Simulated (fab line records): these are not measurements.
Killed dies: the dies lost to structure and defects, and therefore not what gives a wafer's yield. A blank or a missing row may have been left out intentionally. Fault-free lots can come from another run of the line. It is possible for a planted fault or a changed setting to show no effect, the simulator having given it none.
fab line records :: flow nand-harc
record:
  lots: 6
  wafers: 18
  last-day: 32
route steps=1302 shown P_STI@107 P_GATE@110 END@1302
lots that met no fault: from a run of the same line without faults
start-h: start of the lot's first displayed wafer, in hours after the record's first day :: wait-h: hours since the lot's step before :: " as in the row above :: L1.1+2: several wafers, shown together as one row :: - no value, or no start given :: * or withheld: withheld :: < > ~ a bound
route shown NAME@n: a module of which the file shows steps, and the number in the route of the first :: usual: mean/standard deviation of fault-free wafers :: same: alike in all rows :: chamber/n: place in a boat :: sites: each site's reading :: _std_site: their standard deviation :: _edge_site: mean of outer sites minus mean of inner sites :: radius-mm: for every site, how far away it sits from the centre of the wafer :: mask NAME#n: copy n :: behind: the most recent tool/chamber to have shaped the wafer :: hold: what put the lot on hold/how long, in hours/how the hold closed :: device: names the non-switching transistor (n, p or np) :: end of line: the tests these same wafers got at the end of their route :: where a step has no rows: the recipe by itself :: killed: the dies lost at the first sort to structure and to defects; this is not the yield of the wafer :: map: dies across one wafer; x = killed, . = not, _ = none there
set.NAME: the setting as run; set.NAME@STEP: as run at that earlier step :: model.NAME: the simulator's own value behind a step, which no gauge read
certain route steps with their lots: each step a table, each wafer a row
services: the hour from which a tool's chamber was out of use, counted from the record's first day as start-h (under 0 if before that day), plus the number of hours and why
== steps ==
step: NHARC_P_STI_SRD_39
step: NHARC_P_STI_OXIDE_40
recipe:
  target-thk-a: 100
  temp-c: 900
  ox-time-s: 1362
  material: SiO2
step: NHARC_P_STI_INSPECT_25
usual:
  raw-defect-count: 207/75
lot.wafer: L917.2
tool: defect-inspect-02
chamber: -
start-h: 74.54
wait-h: 0.4
raw-defect-count: 232

lot.wafer: L917.3
tool: defect-inspect-02
chamber: -
start-h: 74.54
wait-h: 0.4
raw-defect-count: 288

lot.wafer: L917.4
tool: defect-inspect-02
chamber: -
start-h: 74.54
wait-h: 0.4
raw-defect-count: 186

lot.wafer: L922.1
tool: defect-inspect-02
chamber: -
start-h: 125.09
wait-h: 0.4
raw-defect-count: 173

lot.wafer: L922.3
tool: defect-inspect-02
chamber: -
start-h: 125.09
wait-h: 0.4
raw-defect-count: 392

lot.wafer: L922.5
tool: defect-inspect-02
chamber: -
start-h: 125.09
wait-h: 0.4
raw-defect-count: 238

lot.wafer: L924.3
tool: defect-inspect-01
chamber: -
start-h: 148.17
wait-h: 0.4
raw-defect-count: 286

lot.wafer: L924.4
tool: defect-inspect-01
chamber: -
start-h: 148.17
wait-h: 0.4
raw-defect-count: 389

lot.wafer: L924.5
tool: defect-inspect-01
chamber: -
start-h: 148.17
wait-h: 0.4
raw-defect-count: 163

lot.wafer: L925.3
tool: defect-inspect-02
chamber: -
start-h: 153.76
wait-h: 0.4
raw-defect-count: 146

lot.wafer: L925.4
tool: defect-inspect-02
chamber: -
start-h: 153.76
wait-h: 0.4
raw-defect-count: 137

lot.wafer: L925.5
tool: defect-inspect-02
chamber: -
start-h: 153.76
wait-h: 0.4
raw-defect-count: 188

lot.wafer: L934.3
tool: defect-inspect-02
chamber: -
start-h: 242.26
wait-h: 0.4
raw-defect-count: 137

lot.wafer: L934.4
tool: defect-inspect-02
chamber: -
start-h: 242.26
wait-h: 0.4
raw-defect-count: 197

lot.wafer: L934.6
tool: defect-inspect-02
chamber: -
start-h: 242.26
wait-h: 0.4
raw-defect-count: 295

lot.wafer: L938.2
tool: defect-inspect-01
chamber: -
start-h: 281.93
wait-h: 0.4
raw-defect-count: 230

lot.wafer: L938.4
tool: defect-inspect-01
chamber: -
start-h: 281.93
wait-h: 0.4
raw-defect-count: 236

lot.wafer: L938.5
tool: defect-inspect-01
chamber: -
start-h: 281.93
wait-h: 0.4
raw-defect-count: 290
step: NHARC_P_GATE_ETCH_69
recipe:
  target-depth-a: 140
  chemistry: dHF
  material: SiO2
step: NHARC_P_GATE_PRECLEAN_70
recipe:
  time-s: *
  temp-c: 50
  bath-age-min: 0
  chemistry: SC1
step: NHARC_P_GATE_SRD_01
step: NHARC_P_GATE_OXIDE_02
recipe:
  target-thk-a: 375
  temp-c: 950
  p-h2o-torr: 720
  ox-time-s: 365
  material: SiO2
step: NHARC_P_GATE_DEHYDRATE_03
recipe:
  temp-c: 150
  time-s: 120
step: NHARC_P_GATE_HMDS_04
recipe:
  time-s: 30
step: NHARC_P_GATE_COAT_05
recipe:
  spin-rpm: 4690
step: NHARC_P_GATE_SOFTBAKE_06
recipe:
  temp-c: 122
  time-s: 95
step: NHARC_P_GATE_EBR_07
step: NHARC_P_GATE_EXPOSE_08
recipe:
  na: 0.6
  dose-mj: 16.75
  mask-id: P_HV
usual:
  exposure-dose-mJ-cm2: 16.751/0.017
lot.wafer: L917.2
tool: krf-scanner-04
chamber: 0
start-h: 83.09
wait-h: -
mask: P_HV#0
exposure-dose-mJ-cm2: 16.745

lot.wafer: L917.3
tool: krf-scanner-04
chamber: 0
start-h: 83.09
wait-h: -
mask: P_HV#0
exposure-dose-mJ-cm2: 16.727

lot.wafer: L917.4
tool: krf-scanner-04
chamber: 0
start-h: 83.09
wait-h: -
mask: P_HV#0
exposure-dose-mJ-cm2: 16.721

lot.wafer: L922.1
tool: krf-scanner-01
chamber: 0
start-h: 134.10
wait-h: -
mask: P_HV#0
exposure-dose-mJ-cm2: 16.734

lot.wafer: L922.3
tool: krf-scanner-01
chamber: 0
start-h: 134.10
wait-h: -
mask: P_HV#0
exposure-dose-mJ-cm2: 16.723

lot.wafer: L922.5
tool: krf-scanner-01
chamber: 0
start-h: 134.10
wait-h: -
mask: P_HV#0
exposure-dose-mJ-cm2: 16.725

lot.wafer: L924.3
tool: krf-scanner-01
chamber: 0
start-h: 156.50
wait-h: -
mask: P_HV#0
exposure-dose-mJ-cm2: 11.792

lot.wafer: L924.4
tool: krf-scanner-01
chamber: 0
start-h: 156.50
wait-h: -
mask: P_HV#0
exposure-dose-mJ-cm2: 11.773

lot.wafer: L924.5
tool: krf-scanner-01
chamber: 0
start-h: 156.50
wait-h: -
mask: P_HV#0
exposure-dose-mJ-cm2: 11.782

lot.wafer: L925.3
tool: krf-scanner-01
chamber: 0
start-h: 161.93
wait-h: -
mask: P_HV#0
exposure-dose-mJ-cm2: 11.791

lot.wafer: L925.4
tool: krf-scanner-01
chamber: 0
start-h: 161.93
wait-h: -
mask: P_HV#0
exposure-dose-mJ-cm2: 11.794

lot.wafer: L925.5
tool: krf-scanner-01
chamber: 0
start-h: 161.93
wait-h: -
mask: P_HV#0
exposure-dose-mJ-cm2: 11.819

lot.wafer: L934.3
tool: krf-scanner-04
chamber: 0
start-h: 250.73
wait-h: -
mask: P_HV#0
exposure-dose-mJ-cm2: 16.745

lot.wafer: L934.4
tool: krf-scanner-04
chamber: 0
start-h: 250.73
wait-h: -
mask: P_HV#0
exposure-dose-mJ-cm2: 16.757

lot.wafer: L934.6
tool: krf-scanner-04
chamber: 0
start-h: 250.73
wait-h: -
mask: P_HV#0
exposure-dose-mJ-cm2: 16.757

lot.wafer: L938.2
tool: krf-scanner-02
chamber: 0
start-h: 290.02
wait-h: -
mask: P_HV#0
exposure-dose-mJ-cm2: 16.740

lot.wafer: L938.4
tool: krf-scanner-02
chamber: 0
start-h: 290.02
wait-h: -
mask: P_HV#0
exposure-dose-mJ-cm2: 16.729

lot.wafer: L938.5
tool: krf-scanner-02
chamber: 0
start-h: 290.02
wait-h: -
mask: P_HV#0
exposure-dose-mJ-cm2: 16.735
step: NHARC_P_GATE_PEB_09
recipe:
  peb-temp-c: 118
  peb-time-s: 85
step: NHARC_END_SORT_01
recipe:
  temp-c: 25
usual:
  killed-at-array: 57/21
  killed-at-other: 0.9/1.2
  killed-at-periphery: 4.2/2.9
  killed-dies: 62/21
  killed-open: 3.2/1.8
  killed-short: 2.4/1.5
same:
  gross-dies: 677
lot.wafer: L917.2
tool: prober-02
chamber: 0
start-h: 556.29
wait-h: 2.8
killed-at-array: 65
killed-at-other: 2
killed-at-periphery: 0
killed-dies: 67
killed-open: 3
killed-short: 0

lot.wafer: L917.3
tool: prober-02
chamber: 0
start-h: 557.09
wait-h: 3.1
killed-at-array: 72
killed-at-other: 0
killed-at-periphery: 4
killed-dies: 76
killed-open: 3
killed-short: 3

lot.wafer: L917.4
tool: prober-02
chamber: 0
start-h: 557.89
wait-h: 3.4
killed-at-array: 73
killed-at-other: 1
killed-at-periphery: 0
killed-dies: 74
killed-open: 3
killed-short: 1

lot.wafer: L922.1
tool: prober-01
chamber: 0
start-h: 629.84
wait-h: 2.5
killed-at-array: 46
killed-at-other: 1
killed-at-periphery: 4
killed-dies: 51
killed-open: 5
killed-short: 2

lot.wafer: L922.3
tool: prober-01
chamber: 0
start-h: 631.43
wait-h: 3.1
killed-at-array: 45
killed-at-other: 1
killed-at-periphery: 7
killed-dies: 53
killed-open: 6
killed-short: 2

lot.wafer: L922.5
tool: prober-01
chamber: 0
start-h: 633.01
wait-h: 3.7
killed-at-array: 49
killed-at-other: 2
killed-at-periphery: 5
killed-dies: 56
killed-open: 5
killed-short: 4

lot.wafer: L925.3
tool: prober-02
chamber: 0
start-h: 648.93
wait-h: 3.1
killed-at-array: 41
killed-at-other: 0
killed-at-periphery: 6
killed-dies: 47
killed-open: 2
killed-short: 3

lot.wafer: L925.4
tool: prober-02
chamber: 0
start-h: 649.72
wait-h: 3.3
killed-at-array: 33
killed-at-other: 1
killed-at-periphery: 4
killed-dies: 38
killed-open: 2
killed-short: 2

lot.wafer: L925.5
tool: prober-02
chamber: 0
start-h: 650.51
wait-h: 3.6
killed-at-array: 37
killed-at-other: 0
killed-at-periphery: 9
killed-dies: 46
killed-open: 3
killed-short: 2

lot.wafer: L924.3
tool: prober-01
chamber: 0
start-h: 649.02
wait-h: 3.1
killed-at-array: 75
killed-at-other: 0
killed-at-periphery: 2
killed-dies: 77
killed-open: 3
killed-short: 1

lot.wafer: L924.4
tool: prober-01
chamber: 0
start-h: 649.84
wait-h: 3.4
killed-at-array: 65
killed-at-other: 1
killed-at-periphery: 2
killed-dies: 68
killed-open: 1
killed-short: 3

lot.wafer: L924.5
tool: prober-01
chamber: 0
start-h: 650.65
wait-h: 3.8
killed-at-array: 75
killed-at-other: 0
killed-at-periphery: 2
killed-dies: 77
killed-open: 0
killed-short: 3

lot.wafer: L934.3
tool: prober-02
chamber: 0
start-h: 713.43
wait-h: 3.1
killed-at-array: 55
killed-at-other: 0
killed-at-periphery: 2
killed-dies: 57
killed-open: 2
killed-short: 2

lot.wafer: L934.4
tool: prober-02
chamber: 0
start-h: 714.24
wait-h: 3.4
killed-at-array: 46
killed-at-other: 0
killed-at-periphery: 2
killed-dies: 48
killed-open: 4
killed-short: 1

lot.wafer: L934.6
tool: prober-02
chamber: 0
start-h: 715.84
wait-h: 4.0
killed-at-array: 56
killed-at-other: 2
killed-at-periphery: 0
killed-dies: 58
killed-open: 4
killed-short: 4
killed by level:class
L917.2 A_CHANNEL_HOLE_D1:chamber-film-flake=30 A_SLIT:chamber-film-flake=14 A_SGD_CUT:chamber-film-flake=7 A_CHANNEL_HOLE_D2:chamber-film-flake=3 A_ZERO_WELL:chamber-film-flake=2 A_CHANNEL_FILL_D1:chamber-film-flake=2 A_STAIRCASE:chamber-film-flake=2 A_CONTACT:chamber-film-flake=2
L917.3 A_CHANNEL_HOLE_D1:chamber-film-flake=32 A_SLIT:chamber-film-flake=13 A_CHANNEL_HOLE_D2:chamber-film-flake=5 A_ZERO_WELL:chamber-film-flake=4 A_SGD_CUT:chamber-film-flake=4 A_CONTACT:chamber-film-flake=4 P_ZERO_WELL:chamber-film-flake=3 A_STAIRCASE:chamber-film-flake=3
L917.4 A_CHANNEL_HOLE_D1:chamber-film-flake=36 A_SLIT:chamber-film-flake=18 A_CHANNEL_FILL_D2:chamber-film-flake=3 A_ZERO_WELL:chamber-film-flake=2 A_CHANNEL_FILL_D1:chamber-film-flake=2 A_STAIRCASE:chamber-film-flake=2 A_SGD_CUT:chamber-film-flake=2 A_CONTACT:chamber-film-flake=2
L922.1 A_SLIT:chamber-film-flake=26 A_CHANNEL_HOLE_D2:chamber-film-flake=7 A_CONTACT:chamber-film-flake=3 A_M0:chamber-film-flake=2 P_CONTACT:geometric-particle:open=1 A_CHANNEL_FILL_D1:geometric-particle:open=1 A_CHANNEL_HOLE_D2:geometric-particle:short=1 A_WL_FILL:geometric-particle:open=1
L922.3 A_SLIT:chamber-film-flake=25 A_CHANNEL_HOLE_D2:chamber-film-flake=13 A_ONON_D1:geometric-particle:open=2 A_CHANNEL_FILL_D2:geometric-particle:open=2 P_M0:chamber-film-flake=2 P_CONTACT:geometric-particle:open=1 P_M0:geometric-particle:short=1 P_M2:geometric-particle:open=1
L922.5 A_SLIT:chamber-film-flake=28 A_CHANNEL_HOLE_D1:chamber-film-flake=4 A_CHANNEL_HOLE_D2:chamber-film-flake=4 A_CONTACT:chamber-film-flake=3 P_M0:geometric-particle:open=2 A_ONON_D1:geometric-particle:open=2 A_DECK1_JOINT:geometric-particle:short=2 A_M0:chamber-film-flake=2
L925.3 A_CHANNEL_HOLE_D2:chamber-film-flake=18 A_CHANNEL_HOLE_D1:chamber-film-flake=4 A_CONTACT:chamber-film-flake=4 P_CONTACT:chamber-film-flake=3 A_WL_FILL:chamber-film-flake=3 A_ONON_D2:geometric-particle:short=2 A_STAIRCASE:chamber-film-flake=2 A_SLIT:chamber-film-flake=2
L924.3 A_CHANNEL_HOLE_D2:chamber-film-flake=37 A_SLIT:chamber-film-flake=25 A_CHANNEL_HOLE_D1:chamber-film-flake=5 A_BLC:chamber-film-flake=3 A_CHANNEL_FILL_D2:chamber-film-flake=2 P_CONTACT:geometric-particle:short=1 A_WL_FILL:geometric-particle:open=1 A_BLC:geometric-particle:open=1
L925.4 A_CHANNEL_HOLE_D2:chamber-film-flake=8 A_CONTACT:chamber-film-flake=7 A_CHANNEL_HOLE_D1:chamber-film-flake=4 A_SLIT:chamber-film-flake=4 P_CONTACT:chamber-film-flake=3 A_STAIRCASE:chamber-film-flake=3 A_CHANNEL_FILL_D1:chamber-film-flake=2 A_CHANNEL_FILL_D1:geometric-particle:short=1
L924.4 A_CHANNEL_HOLE_D2:chamber-film-flake=33 A_SLIT:chamber-film-flake=21 A_CHANNEL_HOLE_D1:chamber-film-flake=4 A_CHANNEL_FILL_D2:chamber-film-flake=2 A_CONTACT:chamber-film-flake=2 P_STI:geometric-particle:short=1 A_SOURCE_PLATE:geometric-particle:open=1 A_DECK1_JOINT:geometric-particle:short=1
L925.5 A_CHANNEL_HOLE_D2:chamber-film-flake=18 A_WL_FILL:chamber-film-flake=5 P_CONTACT:chamber-film-flake=4 A_STAIRCASE:chamber-film-flake=4 A_CHANNEL_HOLE_D1:chamber-film-flake=3 A_SLIT:chamber-film-flake=3 P_M0:geometric-particle:short=2 P_ZERO_WELL:chamber-film-flake=2
L924.5 A_CHANNEL_HOLE_D2:chamber-film-flake=33 A_SLIT:chamber-film-flake=24 A_CHANNEL_HOLE_D1:chamber-film-flake=11 P_STI:chamber-film-flake=2 A_ONON_D1:geometric-particle:short=1 A_CHANNEL_HOLE_D2:geometric-particle:short=1 A_M1:geometric-particle:short=1 A_ZERO_WELL:chamber-film-flake=1
L934.3 A_SLIT:chamber-film-flake=32 A_CHANNEL_HOLE_D1:chamber-film-flake=7 A_CONTACT:chamber-film-flake=7 A_CHANNEL_FILL_D2:chamber-film-flake=2 A_BONDPAD:chamber-film-flake=2 P_CONTACT:geometric-particle:open=1 A_ONON_D1:geometric-particle:short=1 A_SGD_CUT:geometric-particle:short=1
L934.4 A_SLIT:chamber-film-flake=27 A_CHANNEL_HOLE_D1:chamber-film-flake=6 A_CONTACT:chamber-film-flake=4 A_BONDPAD:chamber-film-flake=3 A_STAIRCASE:chamber-film-flake=2 P_STI:geometric-particle:open=1 P_M2:geometric-particle:open=1 A_CHANNEL_FILL_D1:geometric-particle:open=1
L934.6 A_SLIT:chamber-film-flake=22 A_CHANNEL_HOLE_D1:chamber-film-flake=11 A_CONTACT:chamber-film-flake=7 A_STAIRCASE:chamber-film-flake=3 A_CHANNEL_FILL_D2:chamber-film-flake=2 A_BONDPAD:chamber-film-flake=2 A_CHANNEL_HOLE_D1:geometric-particle:open=1 A_DECK1_JOINT:geometric-particle:short=1
== services ==
tool: krf-scanner-04
chamber: 0
start-h: 60.18
hours: -
kind: calibration

tool: krf-scanner-02
chamber: -
start-h: 94.00
hours: 4.0
kind: pm

tool: krf-scanner-04
chamber: -
start-h: 106.99
hours: 0.5
kind: repair

tool: krf-scanner-04
chamber: -
start-h: 112.03
hours: 3.9
kind: repair

tool: krf-scanner-01
chamber: -
start-h: 112.74
hours: 2.6
kind: repair

tool: krf-scanner-04
chamber: -
start-h: 122.83
hours: 1.7
kind: repair

tool: krf-scanner-02
chamber: -
start-h: 135.22
hours: 5.5
kind: repair

tool: krf-scanner-01
chamber: -
start-h: 140.00
hours: 4.0
kind: pm

tool: krf-scanner-02
chamber: 0
start-h: 151.48
hours: -
kind: calibration

tool: krf-scanner-01
chamber: 0
start-h: 174.79
hours: -
kind: calibration

tool: krf-scanner-04
chamber: -
start-h: 182.00
hours: 4.0
kind: pm

tool: krf-scanner-04
chamber: 0
start-h: 221.74
hours: -
kind: calibration

tool: krf-scanner-01
chamber: -
start-h: 238.08
hours: 2.4
kind: repair

tool: krf-scanner-02
chamber: -
start-h: 266.00
hours: 4.0
kind: pm
== key ==
first-sign:
  step: NHARC_P_GATE_EXPOSE_08
  reading: exposure-dose-mJ-cm2
  direction: down
  sigmas: 99+
  usual: 16.751
  struck: 11.792
effect none on later readings
met-at NHARC_P_GATE_EXPOSE_08
struck-wafers L924.3,L924.4,L924.5,L925.3,L925.4,L925.5
tester-left-out L924,L925
onset-between 134.10 156.50
fault:
  kind: process-parameter-drift
  tool: krf-scanner-01
  chamber: -
  onset-h: 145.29
  steps: NHARC_P_GATE_EXPOSE_08
  channel: dose-mj
  offset: -4.9613
  shape: step
  acts-in: these-recipes-only
  stated: 16.75
tester-left-out: of these lots the tester's yield and bins aren't shown, on N5 and GAA mostly nor the transistor test; their killed dies are dies lost to structure and defects alone, not to doping, threshold or leakage, so they don't give the yield
